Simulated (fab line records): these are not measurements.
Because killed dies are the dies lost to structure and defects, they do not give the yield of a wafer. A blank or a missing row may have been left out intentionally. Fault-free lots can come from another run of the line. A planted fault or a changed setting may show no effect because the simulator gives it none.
Chamber matching + flow n5 finfet + pecvd-02 running N5_BEOL_M6_DEP_56: 3 sister chambers
The step deposits SiCN from 3MS/NH3, target thk 10 nm, time 17.5 s. 16 wafers are shown with their chamber, then 8 later ones without.

WAFERS, EACH WITH ITS CHAMBER
| wafer  | chamber | throttle valve pct (%) | showerhead plenum p Torr (Torr) |
|--------|---------|------------------------|---------------------------------|
| L076.1 | 0       | 9.1                    | 3.676                           |
| L076.2 | 1       | 9.2                    | 3.659                           |
| L076.5 | 2       | 8.8                    | 3.673                           |
| L081.1 | 1       | 9.3                    | 3.659                           |
| L081.3 | 0       | 9.2                    | 3.655                           |
| L081.6 | 2       | 8.8                    | 3.681                           |
| L078.1 | 0       | 9.0                    | 3.674                           |
| L078.4 | 1       | 9.6                    | 3.658                           |
| L078.5 | 2       | 8.7                    | 3.673                           |
| L083.3 | 1       | 9.3                    | 3.651                           |
| L083.5 | 0       | 9.0                    | 3.676                           |
| L083.6 | 2       | 8.9                    | 3.667                           |
| L084.2 | 0       | 9.0                    | 3.669                           |
| L084.5 | 1       | 9.3                    | 3.651                           |
| L084.6 | 0       | 8.9                    | 3.671                           |
| L089.1 | 0       | 9.4                    | 3.660                           |

SIGNATURES (means of the wafers above)
| reading                  | chamber 0 | chamber 1 | chamber 2 | scatter within a chamber |
|--------------------------|-----------|-----------|-----------|--------------------------|
| throttle valve pct       | 9.086     | 9.340     | 8.800     | 0.147                    |
| showerhead plenum p Torr | 3.66871   | 3.65560   | 3.67350   | 0.00664                  |
Rule: a wafer lies at a distance from a chamber equal to the root of the sum of squares, over the readings, of (its reading less the chamber's mean, divided by the reading's scatter). If the next closest chamber is less than 2 further off than the closest, the wafer can't be placed; otherwise it belongs to the closest. The scatter: the root of (the sum of the squares of (reading less its chamber's mean) over the shown wafers, divided by (wafers less chambers)).

WAFERS MISSING THEIR CHAMBER
| wafer  | throttle valve pct (%) | showerhead plenum p Torr (Torr) |
|--------|------------------------|---------------------------------|
| L089.3 | 8.8                    | 3.673                           |
| L089.5 | 9.1                    | 3.662                           |
| L093.2 | 8.6                    | 3.687                           |
| L093.3 | 8.9                    | 3.664                           |
| L093.6 | 9.1                    | 3.675                           |
| L097.2 | 9.2                    | 3.660                           |
| L097.3 | 9.1                    | 3.671                           |
| L097.6 | 9.1                    | 3.657                           |

EACH ONE'S CHAMBER
| wafer  | from the rows above          | in truth |
|--------|------------------------------|----------|
| L089.3 | can't be placed: 2 or 0      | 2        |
| L089.5 | can't be placed: 0 or 1 or 2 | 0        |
| L093.2 | can't be placed: 2 or 0      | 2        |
| L093.3 | can't be placed: 0 or 2 or 1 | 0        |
| L093.6 | can't be placed: 0 or 2      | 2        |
| L097.2 | can't be placed: 1 or 0      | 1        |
| L097.3 | can't be placed: 0 or 2      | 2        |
| L097.6 | can't be placed: 1 or 0 or 2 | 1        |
0 of 8 placed correctly. From these rows, 8 cannot be placed; in 8 the true chamber is one of the candidates. Wrongly placed: 0.
